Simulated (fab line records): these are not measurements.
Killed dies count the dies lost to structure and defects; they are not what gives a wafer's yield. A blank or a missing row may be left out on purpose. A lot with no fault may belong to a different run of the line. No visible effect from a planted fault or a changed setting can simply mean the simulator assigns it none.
The tool behind it: which one?	flow n5-finfet	24 lots, 72 wafers sampled, at 6 steps of a route of 1938

## WHAT EACH GAUGE READ, for each wafer
Not one reading of a measure or inspect step in the record can be checked against a usual standard deviation.

## WHAT TOOL EACH LOT RAN ON (gives the tool, then ch and the chambers of the sampled wafers, and finally the start)
lot	N5_BEOL_M5_STRIP_36	N5_BEOL_M5_STRIP_91	N5_BEOL_M5_ALD_86	N5_BEOL_M5_ANNEAL_49	N5_BEOL_M6_ILD_DEP_00	N5_BEOL_M6_HM_DEP_02
L074	rie-diel-02 ch 0,2,3, day 7 16:28	rie-diel-02 ch 0,2,3, day 7 19:23 or earlier	ald-metal-04 ch 1,2, day 7 19:23	pvd-sputter-03, day 7 20:10	pecvd-02 ch 0,1,2, day 8 01:48	pvd-sputter-02, day 8 03:15
L075	rie-diel-06 ch 1,2,3, day 8 08:50	rie-diel-06 ch 1,2,3, day 8 09:55 or earlier	ald-metal-02 ch 0,2,3, day 8 09:55	pvd-sputter-01, day 8 10:31	pecvd-01 ch 0,1, day 8 15:54	pvd-sputter-03, day 8 18:11
L076	rie-diel-06 ch 0,1,2, day 8 18:06	rie-diel-06 ch 0,1,2, day 8 19:16 or earlier	ald-metal-04 ch 1,3, day 8 19:16	pvd-sputter-03, day 8 19:58	pecvd-03 ch 0,1, day 9 01:21	pvd-sputter-02, day 9 03:50
L077	rie-diel-02 ch 1,2, day 8 18:09	rie-diel-02 ch 1,2, day 8 19:23 or earlier	ald-metal-01 ch 0,2, day 8 19:23	pvd-sputter-02, day 8 20:00	pecvd-03 ch 1,2, day 9 01:32	pvd-sputter-02, day 9 04:02
L078	rie-diel-06 ch 1,3, day 9 11:02	rie-diel-06 ch 1,3, day 9 11:51 or earlier	ald-metal-02 ch 0,1,2, day 9 11:51	pvd-sputter-03, day 9 12:32	pecvd-03 ch 0,1, day 9 18:04	pvd-sputter-03, day 9 19:51
L080	rie-diel-01 ch 0,1,2, day 9 12:44	rie-diel-01 ch 0,1,2, day 9 14:44 or earlier	ald-metal-04 ch 0,1,2, day 9 14:44	pvd-sputter-02, day 9 15:17	pecvd-01 ch 0,1,2, day 9 21:00	pvd-sputter-01, day 9 22:56
L079	rie-diel-01 ch 2,3, day 9 14:35	rie-diel-01 ch 2,3, day 9 15:49 or earlier	ald-metal-01 ch 0,2, day 9 15:49	pvd-sputter-01, day 9 16:31	pecvd-02 ch 1,2, day 9 22:02	pvd-sputter-01, day 9 23:11
L081	rie-diel-01 ch 0,1,2, day 9 18:27	rie-diel-01 ch 0,1,2, day 9 19:56 or earlier	ald-metal-02 ch 0,2,3, day 9 19:56	pvd-sputter-03, day 9 20:40	pecvd-02 ch 0,1, day 10 02:07	pvd-sputter-03, day 10 03:01
L082	rie-diel-06 ch 1,3, day 10 13:18	rie-diel-06 ch 1,3, day 10 14:26 or earlier	ald-metal-01 ch 0,1,2, day 10 14:26	pvd-sputter-02, day 10 15:11	pecvd-03 ch 0,1, day 10 21:31	pvd-sputter-01, day 10 23:44
L083	rie-diel-06 ch 1,2, day 10 15:32	rie-diel-06 ch 1,2, day 10 16:35 or earlier	ald-metal-04 ch 0,1,2, day 10 16:35	pvd-sputter-01, day 10 18:38	pecvd-02 ch 0,2, day 11 00:02	pvd-sputter-03, day 11 01:32
L084	rie-diel-01 ch 0,1,2, day 10 18:38	rie-diel-01 ch 0,1,2, day 10 19:56 or earlier	ald-metal-01 ch 0,2,3, day 10 19:56	pvd-sputter-03, day 10 20:55	pecvd-01 ch 0,1,2, day 11 02:32	pvd-sputter-03, day 11 04:43
L085	rie-diel-06 ch 0,2,3, day 10 18:49	rie-diel-06 ch 0,2,3, day 10 20:05 or earlier	ald-metal-04 ch 0,1,2, day 10 20:05	pvd-sputter-02, day 10 21:19	pecvd-02 ch 0,1,2, day 11 03:03	pvd-sputter-03, day 11 04:49
L086	rie-diel-02 ch 1,2, day 10 22:40	rie-diel-02 ch 1,2, day 11 00:23 or earlier	ald-metal-01 ch 2,3, day 11 00:23	pvd-sputter-01, day 11 01:13	pecvd-03 ch 0,1, day 11 06:37	pvd-sputter-03, day 11 08:37
L087	rie-diel-06 ch 1,2,3, day 11 01:17	rie-diel-06 ch 1,2,3, day 11 02:44 or earlier	ald-metal-04 ch 0,2,3, day 11 02:44	pvd-sputter-02, day 11 03:27	pecvd-02 ch 0,1,2, day 11 08:50	pvd-sputter-03, day 11 09:31
L088	rie-diel-01 ch 1,2,3, day 11 19:49	rie-diel-01 ch 1,2,3, day 11 20:37 or earlier	ald-metal-01 ch 0,1,2, day 11 20:37	pvd-sputter-02, day 11 21:25	pecvd-01 ch 0,1,2, day 12 03:16	pvd-sputter-03, day 12 04:27
L089	rie-diel-02 ch 0,1,3, day 11 22:35	rie-diel-02 ch 0,1,3, day 11 23:54 or earlier	ald-metal-02 ch 0,1,2, day 11 23:54	pvd-sputter-01, day 12 00:28	pecvd-01 ch 0,1, day 12 06:06	pvd-sputter-02, day 12 07:52
L090	rie-diel-01 ch 2,3, day 12 03:11	rie-diel-01 ch 2,3, day 12 04:26 or earlier	ald-metal-01 ch 0,1,3, day 12 04:26	pvd-sputter-03, day 12 05:07	pecvd-02 ch 0,1,2, day 12 10:37	pvd-sputter-02, day 12 12:17
L091	rie-diel-02 ch 1,2,3, day 12 15:26	rie-diel-02 ch 1,2,3, day 12 18:06 or earlier	ald-metal-04 ch 2,3, day 12 18:06	pvd-sputter-03, day 12 18:43	pecvd-03 ch 0,2, day 13 00:07	pvd-sputter-02, day 13 01:38
L092	rie-diel-01 ch 0,1,2, day 13 02:19	rie-diel-01 ch 0,1,2, day 13 04:40 or earlier	ald-metal-01 ch 0,1,3, day 13 04:40	pvd-sputter-01, day 13 05:39	pecvd-02 ch 0,1,2, day 13 11:05	pvd-sputter-02, day 13 13:47
L095	rie-diel-02 ch 1,2, day 13 10:07	rie-diel-02 ch 1,2, day 13 11:11 or earlier	ald-metal-02 ch 0,1,2, day 13 11:11	pvd-sputter-03, day 13 11:50	pecvd-01 ch 1,2, day 13 17:13	pvd-sputter-02, day 13 20:31
L093	rie-diel-01 ch 0,1, day 13 13:28	rie-diel-01 ch 0,1, day 13 14:23 or earlier	ald-metal-04 ch 0,2, day 13 14:23	pvd-sputter-03, day 13 16:16	pecvd-03 ch 0,1,2, day 13 21:44	pvd-sputter-01, day 14 01:31
L097	rie-diel-06 ch 0,3, day 13 16:54	rie-diel-06 ch 0,3, day 13 18:10 or earlier	ald-metal-02 ch 0,1,3, day 13 18:10	pvd-sputter-01, day 13 18:56	pecvd-03 ch 0,1,2, day 14 00:19	pvd-sputter-01, day 14 01:47
L094	rie-diel-06 ch 0,3, day 13 20:04	rie-diel-06 ch 0,3, day 13 21:05 or earlier	ald-metal-01 ch 0,1,3, day 13 21:05	pvd-sputter-03, day 13 21:55	pecvd-01 ch 0,2, day 14 03:25	pvd-sputter-01, day 14 04:32
L096	rie-diel-02 ch 1,2, day 14 05:24	rie-diel-02 ch 1,2, day 14 06:28 or earlier	ald-metal-01 ch 0,3, day 14 06:28	pvd-sputter-03, day 14 08:45	pecvd-02 ch 0,1, day 14 14:11	pvd-sputter-01, day 14 15:42
- N5_BEOL_M5_STRIP_36: strips in N2/H2.
- N5_BEOL_M5_STRIP_91: strips in N2/H2, time 10 s.
- N5_BEOL_M5_ALD_86: deposits TaN, pulse time 2 s, purge time 3 s, co reactant purge time 2 s.
- N5_BEOL_M5_ANNEAL_49: time 1800 s.
- N5_BEOL_M6_ILD_DEP_00: deposits SiCOH lowk from DEMS/porogen, target thk 179.75 nm, time 33.4 s.
- N5_BEOL_M6_HM_DEP_02: deposits TiN, target thk 20 nm.

## WHAT THE TOOLS THEMSELVES READ (means of the sampled wafers that have a number; where no wafer has one, the mark that the record gives instead)
N5_BEOL_M5_STRIP_36.
lot	tool	drypump-motor-current-A (A)	oes-product-au (a.u.)	rf-vpp-V (V)	showerhead-plenum-p-Torr (Torr)	throttle-valve-pct (%)
L074	rie-diel-02	5.8	0.80	59.7	2.54	23.63
L075	rie-diel-06	6.1	0.82	58.6	2.56	23.51
L076	rie-diel-06	6.0	0.84	59.8	2.56	23.42
L077	rie-diel-02	6.0	0.97	57.9	2.48	23.36
L078	rie-diel-06	6.4	0.86	59.8	2.61	23.63
L080	rie-diel-01	5.5	0.77	59.6	2.52	23.64
L079	rie-diel-01	4.8	0.82	60.3	2.46	23.46
L081	rie-diel-01	5.5	0.78	59.8	2.52	23.66
L082	rie-diel-06	6.1	0.84	58.9	2.53	23.53
L083	rie-diel-06	6.0	0.74	59.3	2.57	23.55
L084	rie-diel-01	5.5	0.76	58.7	2.51	23.65
L085	rie-diel-06	5.8	0.81	58.7	2.48	23.37
L086	rie-diel-02	6.0	0.93	57.9	2.48	23.47
L087	rie-diel-06	6.1	0.78	58.3	2.55	23.55
L088	rie-diel-01	5.1	0.77	58.3	2.45	23.45
L089	rie-diel-02	5.9	0.76	60.9	2.53	23.60
L090	rie-diel-01	4.7	0.80	59.0	2.45	23.48
L091	rie-diel-02	5.9	0.83	58.8	2.52	23.58
L092	rie-diel-01	5.5	0.74	57.9	2.50	23.68
L095	rie-diel-02	6.0	0.89	59.3	2.47	23.49
L093	rie-diel-01	5.8	0.72	59.9	2.49	23.65
L097	rie-diel-06	5.9	0.82	58.5	2.46	23.38
L094	rie-diel-06	5.9	0.83	58.7	2.46	23.36
L096	rie-diel-02	6.0	0.87	59.6	2.47	23.42

N5_BEOL_M5_STRIP_91.
lot	tool	drypump-motor-current-A (A)	oes-product-au (a.u.)	rf-vpp-V (V)	showerhead-plenum-p-Torr (Torr)	throttle-valve-pct (%)
L074	rie-diel-02	5.8	0.79	59.0	2.54	23.63
L075	rie-diel-06	6.1	0.81	58.2	2.56	23.52
L076	rie-diel-06	6.0	0.83	59.4	2.56	23.43
L077	rie-diel-02	6.1	0.96	58.6	2.48	23.38
L078	rie-diel-06	6.4	0.85	59.6	2.61	23.62
L080	rie-diel-01	5.5	0.77	59.6	2.52	23.64
L079	rie-diel-01	4.8	0.82	59.5	2.46	23.46
L081	rie-diel-01	5.5	0.76	58.7	2.51	23.64
L082	rie-diel-06	6.1	0.84	59.1	2.53	23.54
L083	rie-diel-06	6.0	0.74	59.4	2.57	23.55
L084	rie-diel-01	5.5	0.76	58.5	2.51	23.66
L085	rie-diel-06	5.8	0.81	58.4	2.48	23.35
L086	rie-diel-02	6.0	0.93	59.3	2.48	23.47
L087	rie-diel-06	6.1	0.78	58.1	2.55	23.54
L088	rie-diel-01	5.1	0.77	59.0	2.45	23.46
L089	rie-diel-02	5.9	0.76	59.3	2.53	23.59
L090	rie-diel-01	4.8	0.79	58.4	2.45	23.48
L091	rie-diel-02	5.9	0.83	59.0	2.52	23.57
L092	rie-diel-01	5.5	0.74	58.7	2.50	23.68
L095	rie-diel-02	6.0	0.89	58.9	2.47	23.50
L093	rie-diel-01	5.8	0.72	58.9	2.49	23.61
L097	rie-diel-06	5.9	0.83	59.2	2.46	23.38
L094	rie-diel-06	5.9	0.83	59.4	2.46	23.38
L096	rie-diel-02	6.1	0.88	58.5	2.47	23.43

N5_BEOL_M5_ALD_86.
lot	tool	heater-power-w (W)
L074	ald-metal-04	420
L075	ald-metal-02	427
L076	ald-metal-04	436
L077	ald-metal-01	432
L078	ald-metal-02	421
L080	ald-metal-04	404
L079	ald-metal-01	430
L081	ald-metal-02	438
L082	ald-metal-01	423
L083	ald-metal-04	400
L084	ald-metal-01	424
L085	ald-metal-04	408
L086	ald-metal-01	417
L087	ald-metal-04	423
L088	ald-metal-01	421
L089	ald-metal-02	424
L090	ald-metal-01	422
L091	ald-metal-04	444
L092	ald-metal-01	421
L095	ald-metal-02	429
L093	ald-metal-04	397
L097	ald-metal-02	439
L094	ald-metal-01	416
L096	ald-metal-01	432

N5_BEOL_M5_ANNEAL_49.
lot	tool	heater-power-w (W)
L074	pvd-sputter-03	837
L075	pvd-sputter-01	853
L076	pvd-sputter-03	838
L077	pvd-sputter-02	921
L078	pvd-sputter-03	826
L080	pvd-sputter-02	934
L079	pvd-sputter-01	860
L081	pvd-sputter-03	843
L082	pvd-sputter-02	815
L083	pvd-sputter-01	849
L084	pvd-sputter-03	790
L085	pvd-sputter-02	977
L086	pvd-sputter-01	865
L087	pvd-sputter-02	909
L088	pvd-sputter-02	928
L089	pvd-sputter-01	853
L090	pvd-sputter-03	841
L091	pvd-sputter-03	792
L092	pvd-sputter-01	857
L095	pvd-sputter-03	899
L093	pvd-sputter-03	817
L097	pvd-sputter-01	875
L094	pvd-sputter-03	862
L096	pvd-sputter-03	842

N5_BEOL_M6_ILD_DEP_00.
lot	tool	heater-power-w (W)	showerhead-plenum-p-Torr (Torr)	throttle-valve-pct (%)
L074	pecvd-02	268	5.723	14.7
L075	pecvd-01	285	5.750	14.6
L076	pecvd-03	312	5.745	13.7
L077	pecvd-03	280	5.727	13.6
L078	pecvd-03	312	5.747	13.6
L080	pecvd-01	283	5.740	14.5
L079	pecvd-02	280	5.729	14.3
L081	pecvd-02	257	5.734	15.1
L082	pecvd-03	306	5.748	13.6
L083	pecvd-02	271	5.725	14.2
L084	pecvd-01	282	5.753	14.4
L085	pecvd-02	252	5.731	14.7
L086	pecvd-03	306	5.732	13.6
L087	pecvd-02	254	5.729	14.7
L088	pecvd-01	297	5.749	14.3
L089	pecvd-01	289	5.745	14.6
L090	pecvd-02	280	5.724	14.7
L091	pecvd-03	328	5.730	12.8
L092	pecvd-02	285	5.729	14.8
L095	pecvd-01	277	5.742	14.4
L093	pecvd-03	297	5.739	13.1
L097	pecvd-03	311	5.737	13.0
L094	pecvd-01	242	5.748	14.3
L096	pecvd-02	280	5.723	15.0

N5_BEOL_M6_HM_DEP_02.
lot	tool	throttle-valve-pct (%)
L074	pvd-sputter-02	29.5
L075	pvd-sputter-03	30.4
L076	pvd-sputter-02	29.4
L077	pvd-sputter-02	29.2
L078	pvd-sputter-03	30.2
L080	pvd-sputter-01	30.0
L079	pvd-sputter-01	30.2
L081	pvd-sputter-03	30.5
L082	pvd-sputter-01	30.8
L083	pvd-sputter-03	31.3
L084	pvd-sputter-03	29.8
L085	pvd-sputter-03	29.5
L086	pvd-sputter-03	30.6
L087	pvd-sputter-03	30.2
L088	pvd-sputter-03	29.5
L089	pvd-sputter-02	29.4
L090	pvd-sputter-02	29.4
L091	pvd-sputter-02	29.7
L092	pvd-sputter-02	29.3
L095	pvd-sputter-02	29.4
L093	pvd-sputter-01	31.0
L097	pvd-sputter-01	30.3
L094	pvd-sputter-01	30.6
L096	pvd-sputter-01	29.7

## THE ANSWER, worked out from the rows above alone
Rule: usual is defined by the lots themselves. The widest of any qualifying gaps counts: lots, ordered by their means at a reading, are off when they make up no more than a third of the lots, leave a main group of 4 or more, and stand apart from it by 3 or more times the standard deviation of that group's means. A main group is skipped when, at the precision printed for the reading in the tables above, its means are all equal. A lot without any number at a reading at which 4 lots or more have one is off too. Where the step has rows for the other lots, those lots are counted as sound. Order of review: gauges by route order, followed by the tools' own readings, for which a lot's mean as printed above is used. At the first step where some lot is off, the reading lying furthest off is the one used; lots without a number count as furthest.
None of the lots is off at any reading shown; this tells nothing.

## WHAT THE SIMULATOR HAD INSERTED
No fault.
